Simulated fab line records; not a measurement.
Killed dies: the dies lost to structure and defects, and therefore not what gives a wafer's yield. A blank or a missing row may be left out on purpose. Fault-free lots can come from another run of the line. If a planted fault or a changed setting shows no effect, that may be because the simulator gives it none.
fab line records ; flow n5_finfet
record lots=6; wafers=18; last_day=17
route steps=1938 shown FIN_SAQP@143 FIN_CUT@154 BEOL_M4@1111 PASSIVATION@1936
lots untouched by any fault: they come from a run of this same line in which no faults occurred
start_h: start of the lot's first displayed wafer, in hours after the record's first day ; wait_h: hours since the lot's step before ; " unchanged from the row above ; L1.1+2: one row covering several wafers at once ; - either no value or no given start ; * or withheld: withheld ; < > ~ a bound
route shown NAME@n: names a module that has steps shown in the file, with the first one's number in the route ; usual: mean and standard deviation over wafers with no fault ; same: alike in all rows ; chamber/n: place in a boat ; sites: readings site by site ; _std_site: standard deviation of those values ; _edge_site: mean of outer sites minus mean of inner sites ; radius_mm: for every site, how far away it sits from the centre of the wafer ; mask NAME#n: copy n ; behind: the last tool/chamber to shape the wafer ; hold: what put the lot on hold/how long, in hours/how the hold closed ; device: transistor that didn't switch, given as n, p or np ; end of line: tests run on the same wafers once the route is complete ; a step with no rows: only its recipe ; killed: dies lost to structure and defects at the first sort, not the wafer's yield ; map: a wafer's dies, x killed, . not, _ none there
set.NAME: the setting the step ran with; set.NAME@STEP: the setting that earlier step ran with ; model.NAME: the simulator's own value behind a step, which no gauge read
lots at selected steps of the route; one table per step, one row per wafer
services: a tool's chamber out of use, with start hour (start_h, from the record's first day; less than 0 if before it), hours out, and reason
## steps
# step N5_FIN_SAQP_ETCH_34
# recipe chemistry=C4F6/O2; target=SiO2; target_depth_a=450; time_s=15; ion_energy_ev=250; pressure_mtorr=30; source_w=345; bias_w=185; Ar_flow_sccm=300; C4F6_flow_sccm=10; O2_flow_sccm=10; ends=cleared
# usual chamber_pressure_mTorr=29.999/0.025; drypump_motor_current_A=5.8/0.42; etch_rf_on_time_s=14.91/0.23; oes_product_au=0.67/0.069; rf_vpp_V=668/5.1; showerhead_plenum_p_Torr=2.83/0.072; throttle_valve_pct=21.05/0.26
lot.wafer;tool;chamber;start_h;wait_h;chamber_pressure_mTorr;drypump_motor_current_A;etch_rf_on_time_s;oes_product_au;rf_hours_counter_h;rf_vpp_V;showerhead_plenum_p_Torr;throttle_valve_pct
L129.1;rie_diel-04;0;67.60;0.0;29.999;5.7;14.60;0.74;49;665;2.77;21.26
L129.3;rie_diel-04;1;67.60;0.0;29.990;5.6;14.86;0.61;196;667;2.94;21.10
L129.4;rie_diel-04;2;67.60;0.0;30.001;5.0;15.04;0.63;154;664;2.74;20.75
L132.2;rie_diel-03;1;86.69;0.0;29.988;5.8;15.26;0.59;212;663;2.82;21.29
L132.3;rie_diel-03;2;86.69;0.0;29.993;6.0;15.09;0.67;94;677;2.88;20.89
L132.4;rie_diel-03;3;86.69;0.0;30.018;5.2;15.37;0.60;213;665;2.94;21.29
L135.2;rie_diel-04;2;105.13;0.0;29.996;4.9;15.03;0.63;167;663;2.74;20.77
L135.5;rie_diel-04;2;105.13;0.0;29.963;5.0;15.05;0.63;-;663;2.74;20.76
L135.6;rie_diel-04;3;105.13;0.0;29.995;6.2;14.45;0.71;-;674;2.77;20.68
L136.1;rie_diel-01;1;109.09;0.0;29.997;6.0;14.64;0.76;48;674;2.90;21.09
L136.4;rie_diel-01;2;109.09;0.0;30.012;6.4;14.83;0.67;-;673;2.87;21.52
L136.6;rie_diel-01;1;109.09;0.0;29.988;6.0;14.68;0.76;-;676;2.90;21.11
L141.2;rie_diel-03;3;142.95;0.0;29.993;5.2;15.16;0.60;222;664;2.93;21.31
L141.4;rie_diel-03;0;142.95;0.0;29.962;6.1;14.61;0.79;18;667;2.79;20.75
L141.6;rie_diel-03;2;142.95;0.0;29.979;6.0;14.94;0.67;-;678;2.88;20.92
L144.1;rie_diel-03;0;158.35;0.0;29.993;6.1;14.56;0.79;24;669;2.79;20.77
L144.3;rie_diel-03;1;158.35;0.0;30.018;5.8;15.05;0.59;228;661;2.81;21.31
L144.5;rie_diel-03;3;158.35;0.0;29.994;5.2;15.20;0.59;-;664;2.93;21.32
# step N5_FIN_SAQP_STRIP_77
# recipe chemistry=N2/H2; time_s=90; power_w=100; temp_c=40; pressure_mtorr=100; rf_frequency_hz=6e+07; bias_power_w=3; n2_flow_sccm=300; h2_flow_sccm=300
# usual chamber_pressure_mTorr=99.99/0.09; drypump_motor_current_A=5.8/0.42; oes_product_au=0.78/0.081; rf_vpp_V=45.3/0.86; showerhead_plenum_p_Torr=3.36/0.082; throttle_valve_pct=12.17/0.27
lot.wafer;tool;chamber;start_h;wait_h;chamber_pressure_mTorr;drypump_motor_current_A;oes_product_au;rf_hours_counter_h;rf_vpp_V;showerhead_plenum_p_Torr;throttle_valve_pct
L129.1;rie_diel-04;0;67.62;0.0;99.95;5.7;0.88;49;44.0;3.29;12.27
L129.3;rie_diel-04;1;67.62;0.0;100.01;5.6;0.71;197;45.9;3.48;12.30
L129.4;rie_diel-04;2;67.62;0.0;99.84;5.0;0.76;154;45.8;3.25;11.96
L132.2;rie_diel-03;1;86.71;0.0;99.98;5.8;0.69;212;44.5;3.33;12.46
L132.3;rie_diel-03;2;86.71;0.0;99.95;6.0;0.78;94;45.8;3.40;11.93
L132.4;rie_diel-03;3;86.71;0.0;100.09;5.2;0.69;213;44.6;3.48;12.48
L135.2;rie_diel-04;2;105.15;0.0;99.95;5.0;0.74;167;45.7;3.24;11.98
L135.5;rie_diel-04;2;105.15;0.0;99.97;5.0;0.74;-;46.2;3.24;11.99
L135.6;rie_diel-04;3;105.15;0.0;100.02;6.2;0.83;-;43.6;3.29;11.75
L136.1;rie_diel-01;1;109.12;0.0;99.93;6.0;0.90;48;45.5;3.43;12.12
L136.4;rie_diel-01;2;109.12;0.0;99.92;6.4;0.78;-;45.5;3.39;12.48
L136.6;rie_diel-01;1;109.12;0.0;99.84;6.0;0.89;-;46.9;3.43;12.10
L141.2;rie_diel-03;3;142.97;0.0;100.02;5.2;0.69;222;45.0;3.48;12.52
L141.4;rie_diel-03;0;142.97;0.0;100.13;6.1;0.93;18;44.7;3.32;11.83
L141.6;rie_diel-03;2;142.97;0.0;99.94;6.0;0.78;-;45.9;3.40;11.96
L144.1;rie_diel-03;0;158.37;0.0;99.96;6.1;0.92;24;45.4;3.32;11.86
L144.3;rie_diel-03;1;158.37;0.0;100.24;5.8;0.69;228;45.0;3.33;12.49
L144.5;rie_diel-03;3;158.37;0.0;99.94;5.2;0.69;-;46.6;3.48;12.55
# step N5_FIN_SAQP_HM_CD_35
# recipe target_cd_nm=8; polarity=line
# usual cd_nm=8.06/0.24
lot.wafer;tool;chamber;start_h;wait_h;cd_nm
L129.1;cd_sem-01;-;67.74;0.1;8.00
L129.3;cd_sem-01;-;67.74;0.1;7.69
L129.4;cd_sem-01;-;67.74;0.1;8.35
L132.2;cd_sem-03;-;86.84;0.1;7.98
L132.3;cd_sem-03;-;86.84;0.1;8.04
L132.4;cd_sem-03;-;86.84;0.1;8.09
L135.2;cd_sem-02;-;105.28;0.1;8.54
L135.5;cd_sem-02;-;105.28;0.1;7.91
L135.6;cd_sem-02;-;105.28;0.1;8.06
L136.1;cd_sem-01;-;109.24;0.1;8.04
L136.4;cd_sem-01;-;109.24;0.1;8.06
L136.6;cd_sem-01;-;109.24;0.1;8.17
L141.2;cd_sem-03;-;143.10;0.1;7.80
L141.4;cd_sem-03;-;143.10;0.1;7.87
L141.6;cd_sem-03;-;143.10;0.1;8.06
L144.1;cd_sem-03;-;158.50;0.1;7.55
L144.3;cd_sem-03;-;158.50;0.1;8.25
L144.5;cd_sem-03;-;158.50;0.1;7.94
# step N5_FIN_SAQP_ETCH_64
# recipe chemistry=CF4; target=SiO2; target_depth_a=15; ion_energy_ev=350; pressure_mtorr=10; icp_w=800; bias_w=400; cf4_flow_sccm=80
# usual chamber_pressure_mTorr=10.001/0.009; drypump_motor_current_A=5.6/0.54; oes_product_au=1.003/0.015; throttle_valve_pct=21.69/0.14
lot.wafer;tool;chamber;start_h;wait_h;chamber_pressure_mTorr;drypump_motor_current_A;oes_product_au;rf_hours_counter_h;throttle_valve_pct
L129.1;rie_si-06;1;67.79;0.0;10.005;5.2;0.992;59;21.88
L129.3;rie_si-06;2;67.79;0.0;10.011;4.8;1.008;170;21.64
L129.4;rie_si-06;3;67.79;0.0;10.011;5.1;1.024;51;21.67
L132.2;rie_si-06;2;86.89;0.0;9.987;4.8;1.003;170;21.61
L132.3;rie_si-06;0;86.89;0.0;9.996;6.4;1.018;93;21.67
L132.4;rie_si-06;1;86.89;0.0;10.003;5.2;0.985;60;21.86
L135.2;rie_si-01;0;105.32;0.0;10.003;5.1;1.004;76;21.52
L135.5;rie_si-01;3;105.32;0.0;10.012;6.0;1.037;-;21.59
L135.6;rie_si-01;2;105.32;0.0;9.994;6.4;1.001;-;21.95
L136.1;rie_si-01;2;109.29;0.0;9.999;6.4;1.014;176;21.96
L136.4;rie_si-01;0;109.29;0.0;10.006;5.1;0.990;76;21.53
L136.6;rie_si-01;2;109.29;0.0;9.989;6.4;1.004;-;21.96
L141.2;rie_si-01;0;143.15;0.0;9.996;5.1;0.992;77;21.53
L141.4;rie_si-01;1;143.15;0.0;9.995;5.4;1.006;-;21.56
L141.6;rie_si-01;3;143.15;0.0;10.000;6.0;1.035;-;21.59
L144.1;rie_si-04;1;158.55;0.0;10.007;5.6;0.980;7;21.90
L144.3;rie_si-04;2;158.55;0.0;9.998;6.4;1.009;35;21.81
L144.5;rie_si-04;0;158.55;0.0;9.999;5.7;1.020;-;21.67
# step N5_FIN_SAQP_FIN_ETCH_36
# recipe chemistry=HBr/Cl2/O2; target_depth_a=1200; mask_material=SiNx; time_s=50.4; bias_w=102; pressure_mtorr=10; icp_w=800; HBr_flow_sccm=150; Cl2_flow_sccm=80; O2_flow_sccm=12
# usual HBr_flow_sccm=150.0/0.44; chamber_pressure_mTorr=9.999/0.011; drypump_motor_current_A=5.6/0.54; oes_product_au=1.002/0.014; throttle_valve_pct=35.88/0.14
lot.wafer;tool;chamber;start_h;wait_h;HBr_flow_sccm;chamber_pressure_mTorr;drypump_motor_current_A;oes_product_au;rf_hours_counter_h;throttle_valve_pct
L129.1;rie_si-06;1;67.81;0.0;148.9;9.990;5.2;0.984;59;36.14
L129.3;rie_si-06;2;67.81;0.0;149.7;9.992;4.8;1.001;170;35.92
L129.4;rie_si-06;3;67.81;0.0;149.7;9.996;5.0;1.007;51;35.80
L132.2;rie_si-06;2;86.91;0.0;149.8;10.007;4.8;0.991;170;35.93
L132.3;rie_si-06;0;86.91;0.0;150.8;10.012;6.4;0.999;93;35.84
L132.4;rie_si-06;1;86.91;0.0;149.6;9.991;5.2;0.977;60;36.16
L135.2;rie_si-01;0;105.34;0.0;149.6;9.995;5.1;0.990;76;35.81
L135.5;rie_si-01;3;105.34;0.0;149.5;9.997;6.0;1.020;-;35.67
L135.6;rie_si-01;2;105.34;0.0;150.1;9.984;6.4;1.009;-;36.02
L136.1;rie_si-01;2;109.31;0.0;149.1;9.993;6.4;1.011;176;36.03
L136.4;rie_si-01;0;109.31;0.0;150.8;9.996;5.2;0.999;76;35.80
L136.6;rie_si-01;2;109.31;0.0;149.6;10.010;6.4;1.009;-;36.05
L141.2;rie_si-01;0;143.17;0.0;150.0;9.991;5.1;1.000;77;35.80
L141.4;rie_si-01;1;143.17;0.0;149.8;9.996;5.4;0.995;-;35.79
L141.6;rie_si-01;3;143.17;0.0;149.6;10.007;6.0;1.029;-;35.66
L144.1;rie_si-04;1;158.57;0.0;149.9;9.988;5.6;0.971;7;36.03
L144.3;rie_si-04;2;158.57;0.0;150.6;9.991;6.5;0.994;35;36.03
L144.5;rie_si-04;0;158.57;0.0;149.4;10.005;5.8;1.000;-;35.84
# step N5_FIN_SAQP_CD_MEAS_37
# recipe target_cd_nm=8; polarity=line
# usual cd_nm=8.08/0.21
lot.wafer;tool;chamber;start_h;wait_h;cd_nm
L129.1;cd_sem-02;-;67.93;0.1;8.26
L129.3;cd_sem-02;-;67.93;0.1;7.61
L129.4;cd_sem-02;-;67.93;0.1;8.05
L132.2;cd_sem-01;-;87.03;0.1;8.10
L132.3;cd_sem-01;-;87.03;0.1;8.32
L132.4;cd_sem-01;-;87.03;0.1;7.79
L135.2;cd_sem-02;-;105.47;0.1;7.97
L135.5;cd_sem-02;-;105.47;0.1;7.99
L135.6;cd_sem-02;-;105.47;0.1;8.15
L136.1;cd_sem-02;-;109.43;0.1;8.13
L136.4;cd_sem-02;-;109.43;0.1;7.77
L136.6;cd_sem-02;-;109.43;0.1;8.19
L141.2;cd_sem-02;-;143.29;0.1;7.96
L141.4;cd_sem-02;-;143.29;0.1;8.14
L141.6;cd_sem-02;-;143.29;0.1;8.14
L144.1;cd_sem-02;-;158.69;0.1;8.19
L144.3;cd_sem-02;-;158.69;0.1;8.01
L144.5;cd_sem-02;-;158.69;0.1;7.82
# step N5_FIN_SAQP_PRECLEAN_38
# recipe chemistry=O3/DIW; time_s=45; temp_c=22; o3_ppm=10
# step N5_FIN_SAQP_PRECLEAN_45
# recipe chemistry=dHF; time_s=10; dilution=500:1; temp_c=25
# step N5_FIN_SAQP_SRD_39
# recipe dry=ipa_marangoni; time_s=30; temp_c=23; rinse_liquid=diw
# step N5_FIN_SAQP_OCD_MEAS_76
# usual trench_depth_nm=120.1/1.1
lot.wafer;tool;chamber;start_h;wait_h;trench_depth_nm
L129.1;ocd-02;-;68.03;0.0;121.0
L129.3;ocd-02;-;68.03;0.0;119.7
L129.4;ocd-02;-;68.03;0.0;121.0
L132.2;ocd-01;-;87.13;0.0;118.1
L132.3;ocd-01;-;87.13;0.0;119.0
L132.4;ocd-01;-;87.13;0.0;119.7
L135.2;ocd-01;-;105.56;0.0;119.9
L135.5;ocd-01;-;105.56;0.0;120.9
L135.6;ocd-01;-;105.56;0.0;120.2
L136.1;ocd-01;-;109.53;0.0;120.1
L136.4;ocd-01;-;109.53;0.0;120.9
L136.6;ocd-01;-;109.53;0.0;119.9
L141.2;ocd-01;-;143.39;0.0;119.6
L141.4;ocd-01;-;143.39;0.0;119.1
L141.6;ocd-01;-;143.39;0.0;121.9
L144.1;ocd-02;-;158.79;0.0;120.4
L144.3;ocd-02;-;158.79;0.0;119.6
L144.5;ocd-02;-;158.79;0.0;120.3
# step N5_FIN_SAQP_INSPECT_40
# recipe inspect_instrument=brightfield; mode=aei
# usual raw_defect_count=226/58
lot.wafer;tool;chamber;start_h;wait_h;raw_defect_count
L129.1;defect_inspect-02;-;68.06;0.0;203
L129.3;defect_inspect-02;-;68.06;0.0;207
L129.4;defect_inspect-02;-;68.06;0.0;284
L132.2;defect_inspect-01;-;87.16;0.0;235
L132.3;defect_inspect-01;-;87.16;0.0;163
L132.4;defect_inspect-01;-;87.16;0.0;210
L135.2;defect_inspect-01;-;105.59;0.0;296
L135.5;defect_inspect-01;-;105.59;0.0;264
L135.6;defect_inspect-01;-;105.59;0.0;395
L136.1;defect_inspect-02;-;109.56;0.0;185
L136.4;defect_inspect-02;-;109.56;0.0;205
L136.6;defect_inspect-02;-;109.56;0.0;185
L141.2;defect_inspect-01;-;143.42;0.0;115
L141.4;defect_inspect-01;-;143.42;0.0;193
L141.6;defect_inspect-01;-;143.42;0.0;138
L144.1;defect_inspect-01;-;158.82;0.0;240
L144.3;defect_inspect-01;-;158.82;0.0;290
L144.5;defect_inspect-01;-;158.82;0.0;234
# step N5_FIN_CUT_COAT_18
# recipe resist=SOC; temp_c=250; time_s=60; spin_rpm=1500; resist_thk_nm=230
# step N5_FIN_CUT_COAT_19
# recipe resist=SiARC; temp_c=220; time_s=60; spin_rpm=1500; resist_thk_nm=20
# usual chill_plate_temp_C=22.99/0.099; run_length_s=66.2/0.3
lot.wafer;tool;chamber;start_h;wait_h;chill_plate_temp_C;run_length_s
L129.1;litho_track-01;0;68.10;-;23.09;66.1
L129.3;litho_track-01;0;68.10;-;23.04;66.3
L129.4;litho_track-01;0;68.10;-;23.07;66.0
L132.2;litho_track-04;0;87.19;-;23.04;66.5
L132.3;litho_track-04;0;87.19;-;22.98;66.5
L132.4;litho_track-04;0;87.19;-;22.97;66.6
L135.2;litho_track-04;0;105.63;-;23.03;71.7
L135.5;litho_track-04;0;105.63;-;22.96;66.7
L135.6;litho_track-04;0;105.63;-;22.91;66.5
L136.1;litho_track-01;0;109.60;-;22.83;66.0
L136.4;litho_track-01;0;109.60;-;22.84;66.0
L136.6;litho_track-01;0;109.60;-;22.95;66.0
L141.2;litho_track-04;0;143.45;-;22.94;71.7
L141.4;litho_track-04;0;143.45;-;23.04;66.6
L141.6;litho_track-04;0;143.45;-;23.20;66.8
L144.1;litho_track-01;0;158.85;-;22.88;66.1
L144.3;litho_track-01;0;158.85;-;22.97;66.0
L144.5;litho_track-01;0;158.85;-;23.04;66.2
# step N5_FIN_CUT_COAT_29
# recipe resist=underlayer; temp_c=205; time_s=60; spin_rpm=1500; resist_thk_nm=10
# step N5_BEOL_M4_RC_MEAS_101
# usual DIBL_N=35.7/1.3; DIBL_P=36.0/1.6; IOFF_N=0.154/0.025; IOFF_P=0.21/0.034; ION_N=675/9.7; ION_P=465/7.4; SS_N=71.3/0.55; SS_P=73.1/0.52; VT_N=250/3; VT_P=-249/3.6
lot.wafer;tool;chamber;start_h;wait_h;DIBL_N[mV/V];DIBL_P[mV/V];IOFF_N[nA/um];IOFF_P[nA/um];ION_N[uA/um];ION_P[uA/um];SS_N[mV/dec];SS_P[mV/dec];VT_N[mV];VT_P[mV]
L129.1;prober-01;0;214.29;0.0;37.6;38.2;0.188;0.27;678;468;72.0;72.7;248;-245
L129.3;prober-01;0;214.29;0.0;36.7;37.6;0.165;0.25;678;471;71.1;72.9;250;-246
L129.4;prober-01;0;214.29;0.0;35.5;36.1;0.146;0.23;676;470;71.0;72.8;249;-247
L132.2;prober-01;0;230.79;0.2;37.4;39.0;0.197;0.25;684;475;72.0;73.7;247;-245
L132.3;prober-01;0;230.79;0.2;36.9;38.9;0.195;0.25;681;480;71.3;73.8;245;-246
L132.4;prober-01;0;230.79;0.2;34.4;35.3;0.130;0.19;654;456;71.0;73.1;251;-252
L135.2;prober-01;0;240.64;0.3;33.1;34.2;0.116;0.18;664;462;71.5;73.3;253;-253
L135.5;prober-01;0;240.64;0.3;32.4;33.6;0.109;0.17;670;461;70.8;72.7;254;-250
L135.6;prober-01;0;240.64;0.3;34.6;36.4;0.137;0.21;677;468;71.0;73.3;251;-249
L136.1;prober-02;0;242.55;0.0;37.4;37.3;0.170;0.24;679;468;71.9;73.3;246;-247
L136.4;prober-02;0;242.55;0.0;36.7;36.2;0.157;0.21;684;468;71.5;73.4;246;-249
L136.6;prober-02;0;242.55;0.0;38.1;38.4;0.190;0.25;680;469;72.3;73.3;246;-247
L141.2;prober-02;0;286.93;0.2;35.1;34.8;0.148;0.18;676;455;71.8;73.1;251;-252
L141.4;prober-02;0;286.93;0.2;35.0;35.6;0.155;0.19;675;454;71.3;73.0;247;-254
L141.6;prober-02;0;286.93;0.2;34.1;33.9;0.132;0.17;660;448;71.1;72.9;253;-252
L144.1;prober-01;0;304.10;0.0;36.6;34.7;0.138;0.22;674;473;71.6;72.0;252;-247
L144.3;prober-01;0;304.10;0.0;38.0;36.2;0.171;0.24;689;471;71.8;72.2;247;-245
L144.5;prober-01;0;304.10;0.0;36.0;33.8;0.132;0.20;670;473;70.4;72.3;250;-245
# step N5_PASSIVATION_PROBE_49
# usual defect_limited_yield=91.6/1.4; killed_at_M0_to_M3=35/10; killed_at_M4_up=13/5.3; killed_at_contacts=12/5.9; killed_at_front_end=36/9.9; killed_at_other=3.2/3; killed_dies=99/16; killed_on_rim=13/3.9; killed_open=66/12; killed_short=32/7.7; sort_bin_5_function=4.9/0.91; sort_bin_6_memory=3.2/0.65; sort_n_pass=1081/16; sort_yield_pct=91.6/1.4
# same gross_dies=1180; killed_at_back_side=0; sort_bin_4_leakage[%]=0; sort_bin_8_speed[%]=0
lot.wafer;tool;chamber;start_h;wait_h;defect_limited_yield[%];killed_at_M0_to_M3;killed_at_M4_up;killed_at_contacts;killed_at_front_end;killed_at_other;killed_dies;killed_on_rim;killed_open;killed_short;sort_bin_5_function[%];sort_bin_6_memory[%];sort_n_pass;sort_yield_pct[%]
L129.1;prober-01;-;323.72;0.0;90.9;40;17;12;27;11;107;14;70;35;5.5;3.3;1073;90.9
L129.3;prober-01;-;323.82;0.1;92.1;46;15;7;22;3;93;9;68;25;4.7;2.9;1087;92.1
L129.4;prober-01;-;323.87;0.2;87.2;41;30;17;59;4;151;17;96;54;7.3;4.9;1029;87.2
L135.2;prober-02;-;353.04;0.1;92.1;32;19;11;30;1;93;14;60;30;4.4;3.3;1087;92.1
L135.5;prober-02;-;353.19;0.2;89.6;50;26;19;28;0;123;7;76;47;6.2;3.6;1057;89.6
L135.6;prober-02;-;353.24;0.3;91.6;29;21;16;32;1;99;14;69;29;4.3;3.6;1081;91.6
L141.2;prober-01;-;398.38;0.1;90.7;33;24;6;40;7;110;20;67;41;5.9;3.1;1070;90.7
L141.4;prober-01;-;398.48;0.2;90.5;35;10;18;37;12;112;11;74;38;5.4;3.7;1068;90.5
L141.6;prober-01;-;398.58;0.3;90.6;35;12;10;47;7;111;15;81;30;5.6;3.6;1069;90.6
L144.1;prober-01;-;418.87;0.0;91.4;34;12;7;44;5;102;14;69;30;4.7;3.8;1078;91.4
L144.3;prober-01;-;418.97;0.1;92.5;23;18;7;37;3;88;10;67;19;4.8;2.5;1092;92.5
L144.5;prober-01;-;419.07;0.2;89.4;42;17;9;56;1;125;23;79;42;6.5;3.6;1055;89.4
# killed by level:class
L129.1 BEOL_M1:geometric_particle:open=11 BEOL_M3:geometric_particle:open=11 MOL_CONTACT_COAG:geometric_particle:open=10 FIN_SAQP:geometric_particle:open=9 FIN_SAQP:geometric_particle:short=5 BEOL_M0_SAQP:geometric_particle:open=5 BEOL_M1:geometric_particle:short=5 BEOL_M4:geometric_particle:open=5
L129.3 BEOL_M1:geometric_particle:open=14 FIN_SAQP:geometric_particle:open=11 BEOL_M0_SAQP:geometric_particle:short=9 BEOL_M0_SAQP:geometric_particle:open=7 BEOL_M3:geometric_particle:open=7 MOL_CONTACT_COAG:geometric_particle:open=5 BEOL_M4:geometric_particle:open=5 BEOL_M0:geometric_particle:open=4
L129.4 FIN_SAQP:geometric_particle:open=23 BEOL_M4:geometric_particle:open=17 BEOL_M3:geometric_particle:open=14 FIN_SAQP:geometric_particle:short=12 MOL_CONTACT_COAG:geometric_particle:open=10 BEOL_M0_SAQP:geometric_particle:short=9 MOL_CONTACT_COAG:geometric_particle:short=7 BEOL_M0_SAQP:geometric_particle:open=7
L135.2 BEOL_M3:geometric_particle:open=11 MOL_CONTACT_COAG:geometric_particle:open=9 FIN_SAQP:geometric_particle:short=6 BEOL_M0_SAQP:geometric_particle:open=6 BEOL_M0_SAQP:geometric_particle:short=6 FIN_SAQP:geometric_particle:open=5 BEOL_M2:geometric_particle:open=5 BEOL_M4:geometric_particle:open=5
L135.5 BEOL_M3:geometric_particle:open=16 MOL_CONTACT_COAG:geometric_particle:open=15 BEOL_M0_SAQP:geometric_particle:short=10 BEOL_M4:geometric_particle:open=9 BEOL_M0_SAQP:geometric_particle:open=7 BEOL_M4:geometric_particle:short=7 STARTING-WAFER:geometric_particle:short=6 FIN_SAQP:geometric_particle:open=5
L135.6 MOL_CONTACT_COAG:geometric_particle:open=15 BEOL_M4:geometric_particle:open=10 BEOL_M0_SAQP:geometric_particle:open=9 STI_FIN_REVEAL:geometric_particle:open=8 BEOL_M2:geometric_particle:open=8 BEOL_M0_SAQP:geometric_particle:short=6 DUMMY_GATE:geometric_particle:open=5 BEOL_M4:geometric_particle:short=5
L141.2 BEOL_M0_SAQP:geometric_particle:short=10 BEOL_M0_SAQP:geometric_particle:open=8 BEOL_M4:geometric_particle:open=8 DUMMY_GATE:geometric_particle:open=7 BEOL_M3:geometric_particle:open=6 STARTING-WAFER:geometric_particle:open=6 STI_FIN_REVEAL:geometric_particle:open=5 MOL_CONTACT_COAG:geometric_particle:open=5
L141.4 MOL_CONTACT_COAG:geometric_particle:open=16 FIN_SAQP:geometric_particle:open=13 BEOL_M0_SAQP:geometric_particle:open=13 BEOL_M0_SAQP:geometric_particle:short=9 MIM_TOP_ETCH:geometric_particle:open=7 FIN_SAQP:geometric_particle:short=6 GATE_CUT:geometric_particle:short=6 MIM_TOP_ETCH:geometric_particle:short=4
L141.6 FIN_SAQP:geometric_particle:open=12 BEOL_M0_SAQP:geometric_particle:open=12 DUMMY_GATE:geometric_particle:open=10 BEOL_M0_SAQP:geometric_particle:short=9 STI_FIN_REVEAL:geometric_particle:open=8 MOL_CONTACT_COAG:geometric_particle:open=8 BEOL_M3:geometric_particle:open=7 FIN_SAQP:geometric_particle:short=6
L144.1 STI_FIN_REVEAL:geometric_particle:open=21 BEOL_M2:geometric_particle:open=12 BEOL_M2:geometric_particle:short=7 MOL_CONTACT_COAG:geometric_particle:open=6 BEOL_M0_SAQP:geometric_particle:open=6 FIN_SAQP:geometric_particle:open=5 FIN_SAQP:geometric_particle:short=4 STI_FIN_REVEAL:geometric_particle:short=3
L144.3 STI_FIN_REVEAL:geometric_particle:open=18 FIN_SAQP:geometric_particle:open=6 BEOL_M2:geometric_particle:open=6 BEOL_M4:geometric_particle:open=6 BEOL_M3:geometric_particle:open=5 MOL_CONTACT_COAG:geometric_particle:open=5 FIN_SAQP:geometric_particle:short=4 BEOL_M1:geometric_particle:open=4
L144.5 FIN_SAQP:geometric_particle:short=18 STI_FIN_REVEAL:geometric_particle:open=16 FIN_SAQP:geometric_particle:open=13 BEOL_M2:geometric_particle:open=13 MOL_CONTACT_COAG:geometric_particle:open=7 BEOL_M0_SAQP:geometric_particle:open=7 BEOL_M0_SAQP:geometric_particle:short=7 BEOL_M4:geometric_particle:open=7
## services
tool;chamber;start_h;hours;kind
rie_si-04;-;103.86;4.3;pm
rie_diel-01;3;104.27;-;clean
rie_diel-01;3;104.27;-;consumable_replace:focus_ring
rie_diel-01;3;104.27;-;consumable_replace:showerhead
rie_diel-01;3;104.27;16.1;scheduled_down
rie_diel-01;3;104.27;16.1;vent_cycle
rie_diel-03;-;109.52;28.1;pm
rie_si-04;0;118.96;4.0;repair
rie_si-01;2;126.56;32.8;repair
rie_diel-01;0;143.31;8.5;repair
rie_diel-01;3;144.31;29.9;repair
rie_diel-03;2;156.59;4.1;repair
rie_si-06;2;156.77;3.9;repair
## key
first_sign step=N5_FIN_CUT_COAT_19; reading=run_length_s; direction=up; sigmas=18; usual=*; struck=*
effect none on later readings
met_at N5_FIN_CUT_COAT_19
struck_wafers L135.2,L141.2
onset_between 87.19 105.63
fault kind=process_parameter_drift; tool=litho_track-04; chamber=-; onset_h=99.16; steps=N5_FIN_CUT_COAT_19; channel=time_s; offset=*; shape=step; end_h=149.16; scope=struck_wafers_only; acts_in=*; stated=*
